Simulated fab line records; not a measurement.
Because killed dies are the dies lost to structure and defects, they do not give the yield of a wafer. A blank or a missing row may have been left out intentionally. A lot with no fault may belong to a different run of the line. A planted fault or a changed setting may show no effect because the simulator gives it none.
Matching of chambers -- flow nand_harc -- 4 sister chambers for NHARC_P_M1_CMP_23 on cmp-02
The step polishes, t overpolish 20 s, target thk 157.82 nm. 18 wafers are shown with their chamber, then 9 later ones without.

WAFERS WITH THEIR CHAMBER
wafer,chamber,motor_current_A (A),time_to_endpoint_s (s)
L074.1,0,12.1,25.6
L074.2,1,11.7,26.6
L074.6,0,11.8,22.9
L079.2,2,13.0,25.2
L079.5,2,12.8,27.1
L079.6,1,12.1,26.4
L081.1,3,11.9,24.3
L081.3,0,12.2,24.8
L081.6,3,12.0,26.5
L083.1,2,12.8,26.0
L083.5,1,11.7,24.8
L083.6,0,11.5,25.0
L089.3,2,13.0,30.8
L089.5,1,12.8,29.6
L089.6,2,13.0,29.6
L090.1,1,12.0,32.9
L090.3,0,12.7,30.2
L090.5,2,12.6,28.8

SIGNATURES (averages over the wafers above)
reading,chamber 0,chamber 1,chamber 2,chamber 3,scatter within a chamber
motor_current_A,12.060,12.060,12.867,11.950,0.355
time_to_endpoint_s,25.700,28.060,27.917,25.400,2.63
Rule: distance of a wafer from a chamber = root of the sum over the readings of ((wafer's reading minus chamber's mean) / reading's scatter) squared. The wafer belongs to the nearest chamber; if the next one is less than 2 further off, it can't be placed. The scatter: the root of (the sum of the squares of (reading less its chamber's mean) over the shown wafers, divided by (wafers less chambers)).

WAFERS WITH NO CHAMBER GIVEN
wafer,motor_current_A (A),time_to_endpoint_s (s)
L091.1,12.2,27.7
L091.2,12.0,29.5
L091.5,12.0,34.4
L093.1,11.9,25.9
L093.5,11.6,29.2
L093.6,12.4,27.5
L094.1,13.5,25.9
L094.4,11.9,24.1
L094.6,12.1,26.3

THE CHAMBER EACH PASSED THROUGH
wafer,from the rows above,in truth
L091.1,can't be placed: 1 or 0 or 3 or 2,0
L091.2,can't be placed: 1 or 0 or 3 or 2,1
L091.5,can't be placed: 1 or 0 or 3 or 2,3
L093.1,can't be placed: 3 or 0 or 1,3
L093.5,can't be placed: 1 or 3 or 0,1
L093.6,can't be placed: 1 or 0 or 2 or 3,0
L094.1,2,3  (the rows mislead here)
L094.4,can't be placed: 3 or 0 or 1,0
L094.6,can't be placed: 0 or 3 or 1 or 2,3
Correctly placed: 0 of 9. From these rows, 8 cannot be placed; in 8 the true chamber is one of the candidates. Placed wrongly: 1.
